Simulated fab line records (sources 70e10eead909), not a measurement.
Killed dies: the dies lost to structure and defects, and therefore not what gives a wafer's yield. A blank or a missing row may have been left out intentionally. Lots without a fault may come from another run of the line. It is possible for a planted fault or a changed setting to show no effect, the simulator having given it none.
A lot that was struck, set against a sound lot -- flow nand_harc -- 40 out of 1302 route steps
Sound: wafers L241.4, L241.5, L241.6. Wafers L247.1, L247.4, L247.6 were the ones struck. The cause is given at the end.
Per side, at each step with rows, come the tool, then ch with its chambers, and then its first start. Under that, the readings that differ: sound wafers -- struck wafers -- difference of the means -- sigmas: that difference in standard deviations of wafers without a fault.
alike: a reading whose means differ by less than 2 such deviations, as well as words and numbers matching on both sides. not compared: withheld readings; readings where some wafer has no value; bounds like >300 that might hide an equal value; numbers whose values overlap and for which the record gives no deviation.
The two part at a step that has a row with sigmas, a row that says differs or no value, or rows on one side only. Non-overlapping numbers with no deviation appear without sigmas and do not part them. Lack of a reading on every wafer of one side parts them only where that side has two or more wafers.

first, 3 steps without rows for these wafers: NHARC_THIN_TSV_DESCUM_14 (chemistry O2, time 3 s); NHARC_THIN_TSV_ETCH_44 (etches the open film in CF4/O2, target depth 1594.2 nm, time 797.1 s); NHARC_THIN_TSV_ETCH_15 (target depth 3000 nm, bosch target overetch cycles 2, bosch etch step 2.8 s).
NHARC_THIN_TSV_CD_MEAS_16:
  sound on cd_sem-01, day 28 18:47; struck on cd_sem-01, day 31 04:16
  alike: cd_nm
then, 5 steps without rows for these wafers: NHARC_THIN_TSV_STRIP_45 (strips in O2); NHARC_THIN_TSV_STRIP_46 (strips in post etch residue remover, time 1200 s); NHARC_THIN_TSV_DEP_47 (deposits SiO2, target thk 200 nm); NHARC_THIN_TSV_ETCHBACK_48 (etches the open film in C4F8/Ar, target depth 1028.5 nm, time 405.17 s); NHARC_THIN_TSV_STRIP_62 (strips in N2/H2, time 20 s).
NHARC_THIN_TSV_DEGAS_49: time 120 s.
  sound on pvd_sputter-02, day 28 20:35; struck on pvd_sputter-03, day 31 06:05
reading,sound,struck,difference,sigmas
heater_power_w (W),549 553 565,464 380 427,-132,-3
then, 1 step without rows for these wafers: NHARC_THIN_TSV_PRE_CLEAN_50 (time 30 s).
NHARC_THIN_TSV_PVD_19: deposits TaN, target thk 20 nm.
  sound on pvd_sputter-02; struck on pvd_sputter-03
  alike: chamber_pressure_pa, throttle_valve_pct
NHARC_THIN_TSV_PVD_51: deposits Cu, target thk 100 nm.
  sound on pvd_sputter-02, day 28 20:55; struck on pvd_sputter-03, day 31 06:22
  alike: chamber_pressure_pa, throttle_valve_pct
then, 1 step without rows for these wafers: NHARC_THIN_TSV_ECD_20 (material Cu, target thk 2000 nm).
NHARC_THIN_TSV_ANNEAL_52: time 90 s.
  sound on rtp_anneal-02 ch 0, day 28 21:55; struck on rtp_anneal-01 ch 0, day 31 07:16
  alike: wafer_temp_C_max
NHARC_THIN_TSV_CMP_21: polishes, t overpolish 30 s, target thk 2000 nm.
  sound on cmp-04 ch 0,1,3, day 28 22:12; struck on cmp-01 ch 0,1, day 31 07:37
  alike: motor_current_A, overpolish_run_s
then, 13 steps without rows for these wafers: NHARC_THIN_TSV_SRD_23; NHARC_THIN_TSV_DEGAS_53 (time 60 s); NHARC_THIN_TSV_PRE_CLEAN_54 (time 30 s); NHARC_THIN_TSV_PVD_55 (deposits TiN, target thk 50 nm); NHARC_THIN_TSV_PVD_24 (deposits Al, target thk 800 nm); NHARC_THIN_TSV_DEHYDRATE_25 (time 120 s); NHARC_THIN_TSV_HMDS_26 (time 30 s); NHARC_THIN_TSV_COAT_27; NHARC_THIN_TSV_SOFTBAKE_28 (time 95 s); NHARC_THIN_TSV_EBR_29; NHARC_THIN_TSV_EXPOSE_30 (exposes mask PAD); NHARC_THIN_TSV_PEB_31 (peb time 85 s); NHARC_THIN_TSV_DEVELOP_32 (time 70 s).
NHARC_THIN_TSV_CD_MEAS_33: the cd target is 5000 nm.
  sound on cd_sem-02 ch 0, day 28 23:43; struck on cd_sem-01 ch 0, day 31 09:13
  alike: cd_nm
then, 4 steps without rows for these wafers: NHARC_THIN_TSV_HARDBAKE_34 (time 80 s); NHARC_THIN_TSV_DESCUM_35 (chemistry O2, time 3 s); NHARC_THIN_TSV_ETCH_59 (etches the open film in Cl2/BCl3, target depth 880 nm, time 138.1 s); NHARC_THIN_TSV_ETCH_36 (etches the open film in Cl2/BCl3, target depth 65 nm, time 18.571 s).
NHARC_THIN_TSV_STRIP_56: strips in O2.
  sound on plasma_asher-01 ch 0,1, day 29 00:30; struck on plasma_asher-02 ch 0,1, day 31 10:00
  alike: drypump_motor_current_A, heater_power_w
  not compared: rf_hours_counter_h
then, 1 step without rows for these wafers: NHARC_THIN_TSV_STRIP_57 (strips in post etch residue remover, time 1200 s).
NHARC_THIN_TSV_CD_MEAS_37:
  sound on cd_sem-02, day 29 01:10; struck on cd_sem-02, day 31 10:44
  alike: cd_nm
then, 1 step without rows for these wafers: NHARC_THIN_TSV_ANNEAL_58 (time 1800 s).
NHARC_END_WLT_00:
  sound on prober-02, day 29 16:35; struck on prober-01, day 31 18:35
  alike: VT_DECK1_BOTTOM, VT_DECK1_BOTTOM_INNER, VT_DECK1_MEDIAN_NEAR_BOTTOM, VT_DECK1_MEDIAN_NEAR_BOTTOM_INNER, VT_DECK1_MIDDLE, VT_DECK1_MIDDLE_INNER, VT_DECK1_TOP, VT_DECK1_TOP_INNER, VT_DECK2_BOTTOM, VT_DECK2_BOTTOM_INNER, VT_DECK2_MEDIAN_NEAR_BOTTOM, VT_DECK2_MEDIAN_NEAR_BOTTOM_INNER, VT_DECK2_MIDDLE, VT_DECK2_MIDDLE_INNER, VT_DECK2_TOP, VT_DECK2_TOP_INNER
NHARC_END_SORT_01:
  sound on prober-02 ch 0, day 29 20:30; struck on prober-01 ch 0, day 31 21:36
reading,sound,struck,difference,sigmas
defect_limited_yield (%),89.4 91.1 89.2,81.4 83.2 82.0,-7.7,-3
killed_at_other,2 1 1,74 56 73,+66,+60
killed_dies,72 60 73,126 114 122,+52,+3
  alike: killed_at_array, killed_at_periphery, killed_open, killed_short

== WHERE THEY PART ==
Last at NHARC_END_SORT_01 as far as this record goes, first at NHARC_THIN_TSV_DEGAS_49.

WHY: what the simulator had put in
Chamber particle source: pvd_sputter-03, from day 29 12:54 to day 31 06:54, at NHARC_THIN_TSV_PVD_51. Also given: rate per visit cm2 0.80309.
